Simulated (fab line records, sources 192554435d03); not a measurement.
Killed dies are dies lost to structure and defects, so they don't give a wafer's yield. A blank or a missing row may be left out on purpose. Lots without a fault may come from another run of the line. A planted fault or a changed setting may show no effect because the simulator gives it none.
Chamber matching | flow n5_finfet | N5_BEOL_M4_CMP_52 on cmp-03: 4 sister chambers
The step polishes, stops on SiOC, t overpolish 6.8 s, target thk 40 nm. 7 wafers are shown with their chamber, then 8 later ones without.

WAFERS WITH THEIR CHAMBER
wafer  | chamber | motor_current_A (A) | time_to_endpoint_s (s)
L077.4 | 3       | 5.1                 | 65
L083.3 | 3       | 4.9                 | 64
L085.6 | 1       | 6.3                 | 69
L086.3 | 1       | 6.3                 | 62
L086.4 | 2       | 6.1                 | 56
L086.5 | 2       | 6.4                 | 54
L091.1 | 0       | 5.8                 | 59

WAFERS WITHOUT THEIR CHAMBER
wafer  | motor_current_A (A) | time_to_endpoint_s (s)
L091.3 | 4.9                 | 63
L091.6 | 5.7                 | 60
L095.4 | 6.0                 | 61
L095.5 | 6.2                 | 73
L095.6 | 6.2                 | 63
L093.1 | 6.3                 | 61
L093.4 | 5.4                 | 60
L093.5 | 5.8                 | 61

WHICH CHAMBER EACH WENT THROUGH
wafer  | from the rows above          | in truth
L091.3 | 3                            | 3
L091.6 | 0                            | 0
L095.4 | can't be placed: 0 or 1 or 2 | 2
L095.5 | 1                            | 1
L095.6 | can't be placed: 1 or 2 or 0 | 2
L093.1 | can't be placed: 1 or 2 or 0 | 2
L093.4 | can't be placed: 0 or 3      | 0
L093.5 | 0                            | 0
Placed correctly: 4 of 8. Can't be placed from these rows: 4 (the true chamber is among the candidates in 4). Placed wrongly: 0.
How it was worked out, from the rows above alone: a wafer's distance from a chamber is the root of the sum, over the readings, of the square of ((its reading less the chamber's mean) divided by the reading's scatter). The wafer belongs to the nearest chamber; if the next one is less than 2 further off, it can't be placed. A chamber's mean is the mean of its shown wafers. The scatter: the root of (the sum of the squares of (reading less its chamber's mean) over the shown wafers, divided by (wafers less chambers)).
